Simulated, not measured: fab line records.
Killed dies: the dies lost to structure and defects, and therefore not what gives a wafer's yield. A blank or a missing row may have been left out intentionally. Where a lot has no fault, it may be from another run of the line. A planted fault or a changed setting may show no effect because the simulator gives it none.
Which tool was responsible? ; flow n5Finfet ; 11 lots, 33 wafers sampled, at 3 steps of a route of 1938

WHAT EACH GAUGE READ, for each wafer
N5_HKMG_FIN_INSPECT_14: inspects for defects (macro).
lot;measured;on;rawDefectCount
L748;day 4 07:13;defectInspect-01;3 3 2
L749;day 4 08:49;defectInspect-01;4 2 2
L752;day 5 06:59;defectInspect-01;4 3 1
L754;day 5 14:32;defectInspect-02;1 3 1
L755;day 6 00:25;defectInspect-01;2 4 2
L761;day 7 13:54;defectInspect-01;1 1 1
L762;day 7 17:23;defectInspect-01;>300 >300 >300
L763;day 7 20:49;defectInspect-01;>300 >300 >300
L767;day 8 23:14;defectInspect-02;2 2 1
L768;day 9 04:56;defectInspect-02;4 0 1
L769;day 9 15:49;defectInspect-02;0 4 2

WHICH TOOL RAN EACH LOT (tool, then ch and the chambers of the sampled wafers, then the start)
lot;N5_HKMG_FIN_WET_ETCH_78;N5_HKMG_FIN_ALD_36
L748;wetBench-04 ch 1,2,3, day 4 05:11;aldMetal-04 ch 1,2, day 4 06:01
L749;wetBench-06 ch 1,4,5, day 4 06:54;aldMetal-01 ch 0,1, day 4 07:44
L752;wetBench-06 ch 1,2,3, day 5 04:58;aldMetal-04 ch 1,2, day 5 05:54
L754;wetBench-06 ch 1,4,7, day 5 12:14;aldMetal-04 ch 1,2,3, day 5 13:19
L755;wetBench-06 ch 0,2,6, day 5 22:30;aldMetal-04 ch 2,3, day 5 23:20
L761;wetBench-03 ch 2,3,4, day 7 11:59;aldMetal-04 ch 0,1,3, day 7 12:49
L762;wetBench-06 ch 0,1,7, day 7 15:04;aldMetal-02 ch 1,2,3, day 7 15:57
L763;wetBench-06 ch 0,1,3, day 7 18:52;aldMetal-04 ch 1,2,3, day 7 19:44
L767;wetBench-03 ch 0,1,2, day 8 21:10;aldMetal-04 ch 0,1, day 8 22:01
L768;wetBench-04 ch 1,2,6, day 9 02:41;aldMetal-02 ch 0,1,3, day 9 03:44
L769;wetBench-04 ch 4,5,6, day 9 13:38;aldMetal-01 ch 0,1,2, day 9 14:36
- N5_HKMG_FIN_WET_ETCH_78: etches Al2O3 in dNH4OH, stops on La2O3, target depth 4.5 nm, rinse time 30 s.
- N5_HKMG_FIN_ALD_36: deposits TiN, target thk 1 nm, pulse time 1 s, purge time 3 s.

AS READ BY THE TOOLS THEMSELVES (means over the sampled wafers that have a number; for cases with no such wafer, the mark the record gives instead)
N5_HKMG_FIN_WET_ETCH_78.
lot;tool;rinseTempC (C)
L748;wetBench-04;22.93
L749;wetBench-06;22.98
L752;wetBench-06;23.07
L754;wetBench-06;22.97
L755;wetBench-06;23.09
L761;wetBench-03;23.01
L762;wetBench-06;22.95
L763;wetBench-06;23.00
L767;wetBench-03;22.93
L768;wetBench-04;22.98
L769;wetBench-04;23.04

N5_HKMG_FIN_ALD_36.
lot;tool;heaterPowerW (W);precursorPulseHeightRel
L748;aldMetal-04;834;0.994
L749;aldMetal-01;912;0.991
L752;aldMetal-04;810;0.997
L754;aldMetal-04;818;0.991
L755;aldMetal-04;817;0.971
L761;aldMetal-04;821;0.982
L762;aldMetal-02;868;1.009
L763;aldMetal-04;822;1.009
L767;aldMetal-04;801;1.019
L768;aldMetal-02;835;0.991
L769;aldMetal-01;960;1.011

THE ANSWER, worked out from the rows above alone
Rule: the lots themselves supply what counts as usual. The widest of any qualifying gaps counts: lots, ordered by their means at a reading, are off when they make up no more than a third of the lots, leave a main group of 4 or more, and stand apart from it by 3 or more times the standard deviation of that group's means. The tables above print the reading to a certain number of digits; a main group whose means all agree to those digits is not used. Also off: a lot with no number at a reading for which 4 or more lots have one. Any other lot the step has rows for is counted as sound. Order of review: gauges by route order, followed by the tools' own readings, for which a lot's mean as printed above is used. The first step at which some lot is off is used, and at that step the reading that is off furthest; a lot without a number counts as furthest.
Off: L762, L763 (N5_HKMG_FIN_INSPECT_14, rawDefectCount). Without a number there: L762, L763. The main group has a mean of 2.1 with a standard deviation of 0.58.
If a tool, at a process step before that reading, ran all the lots that are off and no sound lot after the first of them, it fits. The gauges at N5_HKMG_FIN_INSPECT_14 are tried like those tools. Can't be told from this: 2 tools fit, wetBench-06 at N5_HKMG_FIN_WET_ETCH_78, defectInspect-01 at N5_HKMG_FIN_INSPECT_14.

WHAT THE SIMULATOR PUT IN
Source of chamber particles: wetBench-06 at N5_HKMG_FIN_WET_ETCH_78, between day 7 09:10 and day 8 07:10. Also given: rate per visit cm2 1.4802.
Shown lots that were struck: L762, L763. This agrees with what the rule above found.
